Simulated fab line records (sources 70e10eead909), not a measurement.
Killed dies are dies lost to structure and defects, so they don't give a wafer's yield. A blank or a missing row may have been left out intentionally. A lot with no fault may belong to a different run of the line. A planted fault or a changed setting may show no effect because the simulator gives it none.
Matching of chambers / flow nand harc / NHARC_A_CHANNEL_HOLE_D2_ETCH_44 on rie diel-07: 4 sister chambers
The step etches the open film in CF4/O2, target depth 140 nm, overetch 14 nm, time 77 s. 8 wafers are shown with their chamber, then 7 later ones without.

== WAFERS WITH THEIR CHAMBER ==
wafer=L079.3; chamber=1; drypump motor current A (A)=5.1; oes product au (a.u.)=0.991
wafer=L082.4; chamber=0; drypump motor current A (A)=5.7; oes product au (a.u.)=1.006
wafer=L082.6; chamber=3; drypump motor current A (A)=5.7; oes product au (a.u.)=1.001
wafer=L085.1; chamber=0; drypump motor current A (A)=5.6; oes product au (a.u.)=1.009
wafer=L085.3; chamber=2; drypump motor current A (A)=5.3; oes product au (a.u.)=0.995
wafer=L085.4; chamber=1; drypump motor current A (A)=5.1; oes product au (a.u.)=0.994
wafer=L084.2; chamber=2; drypump motor current A (A)=5.3; oes product au (a.u.)=0.992
wafer=L084.3; chamber=3; drypump motor current A (A)=5.7; oes product au (a.u.)=1.025

== WAFERS MISSING THEIR CHAMBER ==
wafer=L084.6; drypump motor current A (A)=5.1; oes product au (a.u.)=0.983
wafer=L088.2; drypump motor current A (A)=5.6; oes product au (a.u.)=1.009
wafer=L088.4; drypump motor current A (A)=5.1; oes product au (a.u.)=0.991
wafer=L088.5; drypump motor current A (A)=5.1; oes product au (a.u.)=0.991
wafer=L096.1; drypump motor current A (A)=5.3; oes product au (a.u.)=0.994
wafer=L096.3; drypump motor current A (A)=5.7; oes product au (a.u.)=1.005
wafer=L096.6; drypump motor current A (A)=5.3; oes product au (a.u.)=0.992

== THE CHAMBER EACH PASSED THROUGH ==
wafer=L084.6; from the rows above=1; in truth=1
wafer=L088.2; from the rows above=can't be placed: 0 or 3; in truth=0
wafer=L088.4; from the rows above=1; in truth=1
wafer=L088.5; from the rows above=1; in truth=1
wafer=L096.1; from the rows above=2; in truth=2
wafer=L096.3; from the rows above=can't be placed: 3 or 0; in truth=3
wafer=L096.6; from the rows above=2; in truth=2
Correctly placed: 5 of 7. These rows do not allow placing 2 (true chamber among the candidates in 2). Placed wrongly: 0.
How it was worked out, from the rows above alone: a wafer's distance from a chamber is the root of the sum, over the readings, of the square of ((its reading less the chamber's mean) divided by the reading's scatter). If the next closest chamber is less than 2 further off than the closest, the wafer can't be placed; otherwise it belongs to the closest. For every chamber, the mean is computed from those of its wafers that are shown. The scatter: take each reading less its chamber's mean, square it, sum over the shown wafers, divide by the number of wafers less the number of chambers, and take the root.
